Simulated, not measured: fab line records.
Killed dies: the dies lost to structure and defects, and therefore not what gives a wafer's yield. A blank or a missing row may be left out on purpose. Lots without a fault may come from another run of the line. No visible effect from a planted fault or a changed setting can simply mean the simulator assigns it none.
The tool behind it: which one? | flow nandHarc | 12 lots, 36 wafers sampled, at 5 steps of a route of 1302

WHAT THE GAUGES READ, wafer by wafer
NHARC_END_SORT_01. Usual: killedAtArray 52, standard deviation 17; killedAtOther 1.2, standard deviation 1.4; killedAtPeriphery 4.7, standard deviation 2.9; killedDies 58, standard deviation 17; killedOpen 3.2, standard deviation 1.9; killedShort 2.4, standard deviation 1.4.
lot  | measured     | on        | killedAtArray | killedAtOther | killedAtPeriphery | killedDies | killedOpen | killedShort | flag
L274 | day 30 19:19 | prober-02 | 668 672 89    | 3 1 1         | 6 4 4             | 677 677 94 | 3 4 5      | 2 2 1       | OFF

WHICH TOOL RAN EACH LOT (tool, then ch and the chambers of the sampled wafers, then the start)
lot  | NHARC_A_STAIRCASE_ETCH_15                    | NHARC_A_STAIRCASE_ETCH_192        | NHARC_A_STAIRCASE_TRIM_193                 | NHARC_A_STAIRCASE_ETCH_199
L257 | rieDiel-04 ch 0,2,3, day 15 15:17 or earlier | rieDiel-05 ch 2,3, day 15 15:17   | rieDiel-05 ch 0,1,3, no start              | rieDiel-05 ch 1,2, no start
L258 | rieDiel-10 ch 0,2, day 16 07:11 or earlier   | rieDiel-10 ch 0,2,3, day 16 07:11 | rieDiel-10 ch 0,2,3, no start              | rieDiel-05 ch 0,2,3, no start
L261 | rieDiel-04 ch 0,1,2, day 16 23:39 or earlier | rieDiel-04 ch 0,1,2, day 16 23:39 | rieDiel-04 ch 0,1,3, no start              | rieDiel-05 ch 0,2,3, no start
L260 | rieDiel-10 ch 0,1,2, day 17 13:14 or earlier | rieDiel-10 ch 0,1, day 17 13:14   | rieDiel-10 ch 1,3, no start                | rieDiel-04 ch 2,3, no start
L263 | rieDiel-04 ch 0,2, day 17 23:35 or earlier   | rieDiel-10 ch 0,1, day 17 23:35   | rieDiel-10 ch 1,2,3, no start              | rieDiel-10 ch 0,2,3, no start
L262 | rieDiel-05 ch 0,1,3, day 17 23:26 or earlier | rieDiel-04 ch 0,1,2, day 17 23:26 | rieDiel-04 ch 0,2,3, no start              | rieDiel-04 ch 0,2,3, no start
L264 | rieDiel-10 ch 1,2, day 18 10:46 or earlier   | rieDiel-04 ch 0,1, day 18 10:46   | rieDiel-04 ch 0,1,2, no start              | rieDiel-04 ch 0,1, no start
L265 | rieDiel-05 ch 0,1, day 19 00:22 or earlier   | rieDiel-05 ch 2,3, day 19 00:22   | rieDiel-05 ch 0,1,2, no start              | rieDiel-10 ch 1,2,3, no start
L267 | rieDiel-04 ch 1,2,3, day 19 23:03 or earlier | rieDiel-04 ch 1,3, day 19 23:03   | rieDiel-04 ch 1,2,3, no start              | rieDiel-10 ch 0,1,3, no start
L270 | rieDiel-10 ch 1,2,3, day 21 19:40 or earlier | rieDiel-10 ch 0,1,3, day 21 19:40 | rieDiel-10 ch 0,1,2, no start              | rieDiel-04 ch 0,2,3, no start
L274 | rieDiel-10 ch 0,2,3, day 22 14:39 or earlier | rieDiel-10 ch 0,1,3, day 22 14:39 | rieDiel-10 ch 2,3, day 30 19:19 or earlier | rieDiel-10 ch 0,2,3, day 30 19:19 or earlier
L280 | rieDiel-04 ch 0,2, day 25 11:57 or earlier   | rieDiel-04 ch 1,2,3, day 25 11:57 | rieDiel-04 ch 0,3, no start                | rieDiel-04 ch 1,2,3, no start
- NHARC_A_STAIRCASE_ETCH_15: etches the open film in C4F8/O2, target depth 100 nm, time 40.5 s.
- NHARC_A_STAIRCASE_ETCH_192: etches the open film in C4F8/O2, target depth 100 nm, time 40.5 s.
- NHARC_A_STAIRCASE_TRIM_193: chemistry O2, time 211.2 s.
- NHARC_A_STAIRCASE_ETCH_199: etches the open film in C4F8/O2, target depth 100 nm, time 40.5 s.

WHAT THE TOOLS THEMSELVES READ (means of the sampled wafers that have a number; where no wafer has one, the mark that the record gives instead)
NHARC_A_STAIRCASE_ETCH_15. Usual: oesProductAu 0.945 a.u., standard deviation 0.016; rfVppV 894 V, standard deviation 5.5.
lot  | tool       | oesProductAu (a.u.) | rfVppV (V) | flag
L257 | rieDiel-04 | 0.954               | 892        | 
L258 | rieDiel-10 | 0.930               | 888        | 
L261 | rieDiel-04 | 0.955               | 892        | 
L260 | rieDiel-10 | 0.950               | 892        | 
L263 | rieDiel-04 | 0.968               | 889        | 
L262 | rieDiel-05 | 0.952               | 898        | 
L264 | rieDiel-10 | 0.958               | 896        | 
L265 | rieDiel-05 | 0.947               | 894        | 
L267 | rieDiel-04 | 0.954               | 895        | 
L270 | rieDiel-10 | 0.951               | 894        | 
L274 | rieDiel-10 | 0.950               | 890        | 
L280 | rieDiel-04 | 0.944               | 887        | 

NHARC_A_STAIRCASE_ETCH_192. Usual: oesProductAu 0.942 a.u., standard deviation 0.014; rfVppV 894 V, standard deviation 5.7.
lot  | tool       | oesProductAu (a.u.) | rfVppV (V) | flag
L257 | rieDiel-05 | 0.936               | 902        | 
L258 | rieDiel-10 | 0.933               | 891        | 
L261 | rieDiel-04 | 0.956               | 893        | 
L260 | rieDiel-10 | 0.938               | 893        | 
L263 | rieDiel-10 | 0.950               | 895        | 
L262 | rieDiel-04 | 0.946               | 892        | 
L264 | rieDiel-04 | 0.946               | 895        | 
L265 | rieDiel-05 | 0.942               | 897        | 
L267 | rieDiel-04 | 0.959               | 899        | 
L270 | rieDiel-10 | 0.944               | 894        | 
L274 | rieDiel-10 | 1.055               | 893        | OFF
L280 | rieDiel-04 | 0.935               | 895        | 

NHARC_A_STAIRCASE_TRIM_193. Usual: drypumpMotorCurrentA 5.9 A, standard deviation 0.49; oesProductAu 1.000 a.u., standard deviation 0.014; rfVppV 57.7 V, standard deviation 0.83; showerheadPlenumPTorr 3.46 Torr, standard deviation 0.15; throttleValvePct 17.036 %, standard deviation 0.01.
lot  | tool       | drypumpMotorCurrentA (A) | oesProductAu (a.u.) | rfVppV (V) | showerheadPlenumPTorr (Torr) | throttleValvePct (%) | flag
L257 | rieDiel-05 | 5.5                      | 0.993               | 58.2       | 3.61                         | 17.042               | 
L258 | rieDiel-10 | 6.0                      | 0.989               | 56.7       | 3.38                         | 17.033               | 
L261 | rieDiel-04 | 6.2                      | 0.999               | 58.6       | 3.52                         | 17.026               | 
L260 | rieDiel-10 | 5.5                      | 0.998               | 57.5       | 3.61                         | 17.035               | 
L263 | rieDiel-10 | 5.6                      | 0.993               | 57.8       | 3.49                         | 17.043               | 
L262 | rieDiel-04 | 5.9                      | 1.013               | 57.2       | 3.42                         | 17.038               | 
L264 | rieDiel-04 | 5.9                      | 1.017               | 58.1       | 3.41                         | 17.036               | 
L265 | rieDiel-05 | 5.5                      | 1.005               | 57.3       | 3.49                         | 17.035               | 
L267 | rieDiel-04 | 6.3                      | 1.013               | 57.9       | 3.51                         | 17.034               | 
L270 | rieDiel-10 | 5.7                      | 1.005               | 57.3       | 3.40                         | 17.031               | 
L274 | rieDiel-10 | 5.9                      | 1.000               | 57.8       | 3.43                         | 17.040               | 
L280 | rieDiel-04 | 6.2                      | 0.992               | 57.6       | 3.49                         | 17.043               | 

NHARC_A_STAIRCASE_ETCH_199. Usual: oesProductAu 0.947 a.u., standard deviation 0.015; rfVppV 894 V, standard deviation 5.8.
lot  | tool       | oesProductAu (a.u.) | rfVppV (V) | flag
L257 | rieDiel-05 | 0.949               | 894        | 
L258 | rieDiel-05 | 0.952               | 899        | 
L261 | rieDiel-05 | 0.952               | 899        | 
L260 | rieDiel-04 | 0.979               | 895        | 
L263 | rieDiel-10 | 0.929               | 889        | 
L262 | rieDiel-04 | 0.957               | 893        | 
L264 | rieDiel-04 | 0.938               | 892        | 
L265 | rieDiel-10 | 0.966               | 894        | 
L267 | rieDiel-10 | 0.931               | 894        | 
L270 | rieDiel-04 | 0.956               | 892        | 
L274 | rieDiel-10 | 0.952               | 889        | 
L280 | rieDiel-04 | 0.944               | 894        | 

THE ANSWER, worked out from the rows above alone
Rule: a lot counts as off when the mean over its wafers that have a number is more than 3 standard deviations away from the usual mean. A lot without any number at a reading at which 4 lots or more have one is off too. Where the step has rows for the other lots, those lots are counted as sound. First the gauges in route order, then the tools' own readings, where a lot's mean is used as printed above. At the first step where some lot is off, the reading lying furthest off is the one used; lots without a number count as furthest.
Off: L274 (NHARC_END_SORT_01, killedDies). Neither off nor sound, because the step has no rows for them: L257, L258, L261, L260, L263, L262, L264, L265, L267, L270, L280.
A tool fits if, at a process step before that reading, it ran every lot that is off, and no sound lot after the first of them. The gauges at NHARC_END_SORT_01 aren't tried: what is off there is off at NHARC_A_STAIRCASE_ETCH_192 too, on other tools, and a gauge's error can't cause that. NHARC_A_STAIRCASE_ETCH_15 gives no start for some lots, so the hours and the order of its lots are those of NHARC_A_STAIRCASE_ETCH_192. NHARC_A_STAIRCASE_TRIM_193 gives no start for some lots, so the hours and the order of its lots are those of NHARC_END_SORT_01. NHARC_A_STAIRCASE_ETCH_199 gives no start for some lots, so the hours and the order of its lots are those of NHARC_END_SORT_01. One fits: NHARC_A_STAIRCASE_ETCH_15 and NHARC_A_STAIRCASE_ETCH_192 and NHARC_A_STAIRCASE_TRIM_193 and NHARC_A_STAIRCASE_ETCH_199 on rieDiel-10. It ran no sound lot before its first lot that is off in this sample, so the start can't be narrowed down.

WHAT WAS PUT IN BY THE SIMULATOR
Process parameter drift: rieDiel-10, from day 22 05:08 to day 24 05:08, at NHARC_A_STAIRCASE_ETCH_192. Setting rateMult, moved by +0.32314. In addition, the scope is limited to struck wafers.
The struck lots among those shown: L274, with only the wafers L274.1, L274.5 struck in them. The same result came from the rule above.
